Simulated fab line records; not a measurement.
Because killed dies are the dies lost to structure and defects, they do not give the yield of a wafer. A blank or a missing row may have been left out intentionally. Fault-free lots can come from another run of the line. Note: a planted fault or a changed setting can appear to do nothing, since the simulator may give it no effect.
Split-lot trial    flow n5 finfet    21 wafers read across 7 lots, on a route 1938 steps long

== ABOUT THE SPLIT ==
At N5_BEOL_M8_ETCH_65 (etches SiARC in CF4, target depth 15.6 nm, time 26 s), the setting source w was moved away from the recipe's 545 W on 8 of the 21 wafers read, by -9.3% to +13.6%. For the rest of the wafers, this setting stayed at what the recipe calls for.

Reading taken at the split's own step.

== THE READING ==
rf vpp V, in V, at N5_BEOL_M8_ETCH_65 (etches SiARC in CF4, target depth 15.6 nm, time 26 s). A value of 184.0 V with a standard deviation of 1.2 V is what fault-free wafers of this fab line usually give.

wafer   tool, chamber at the split  source w as run, W  against the recipe  rf vpp V, V  against lot-mates on the recipe
L075.2  rie diel-05, 1              494.2               -9.3%               189.7        +5.1
L075.3  rie diel-05, 2              545                 recipe              184.6        -
L075.5  rie diel-05, 2              494.2               -9.3%               191.2        +6.6
L085.1  rie diel-05, 2              545                 recipe              185.3        -
L085.4  rie diel-05, 3              518                 -5.0%               187.7        +3.3
L085.6  rie diel-05, 2              545                 recipe              183.4        -
L084.3  rie diel-02, 3              545                 recipe              184.2        -
L084.5  rie diel-02, 1              545                 recipe              187.4        -
L084.6  rie diel-02, 2              545                 recipe              183.6        -
L090.3  rie diel-05, 3              545                 recipe              184.6        -
L090.4  rie diel-05, 2              545                 recipe              184.8        -
L090.5  rie diel-05, 0              545                 recipe              181.7        -
L096.2  rie diel-02, 3              517.9               -5.0%               186.7        +2.4
L096.3  rie diel-02, 2              517.9               -5.0%               187.6        +3.3
L096.5  rie diel-02, 3              545                 recipe              184.3        -
L092.1  rie diel-06, 1              517.5               -5.0%               185.2        -0.1
L092.3  rie diel-06, 2              545                 recipe              185.3        -
L092.4  rie diel-06, 3              517.5               -5.0%               187.3        +2.0
L093.3  rie diel-06, 3              619                 +13.6%              173.9        -10.8
L093.4  rie diel-06, 0              545                 recipe              185.0        -
L093.5  rie diel-06, 2              545                 recipe              184.4        -

FIT RESULTS
A straight line over all 21 wafers: rf vpp V changes by -0.672 V for each +1% of source w; r = -0.93; the points scatter about the line by 1.3 V.
The same after taking each lot's own level away (the mean of its wafers on the recipe; 21 wafers): -0.666 V for each +1%; r = -0.93; scatter 1.3 V.
According to that fit, moving source w by its largest amount changes the reading by 9 V.
The span of the lots' own levels, 183.70 to 185.30 V, comes to 1.3 times the standard deviation stated above.
Hence the lot-to-lot level has little effect on the slope; both slopes agree.
Check: with one of the wafers moved furthest among these (+13.6%) left out of the fit, the line predicts -7.71 V for it against its lot-mates. It came out at -10.8 V against them.
Tool readings at the split's step, against how far the setting was moved: rf vpp V r = -0.93.

== THESE WAFERS: OTHER SPLITS ==
Note: prior to the reading, these wafers also went through further splits. Each is held against what the fit with the lots' levels taken away leaves over:
other split on the same wafers  wafers away from the commonest value  r with rf vpp V (lot level and that fit taken away)
N5_BEOL_M7_EXPOSE_25 dose mj    9                                     -0.14
N5_BEOL_M7_DESCUM_33 time s     2                                     -0.09
N5_BEOL_M8_EXPOSE_25 dose mj    6                                     +0.07

== FILE'S OWN FIT ==
rf vpp V changes by -0.681 V for each +1% of source w, r = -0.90.
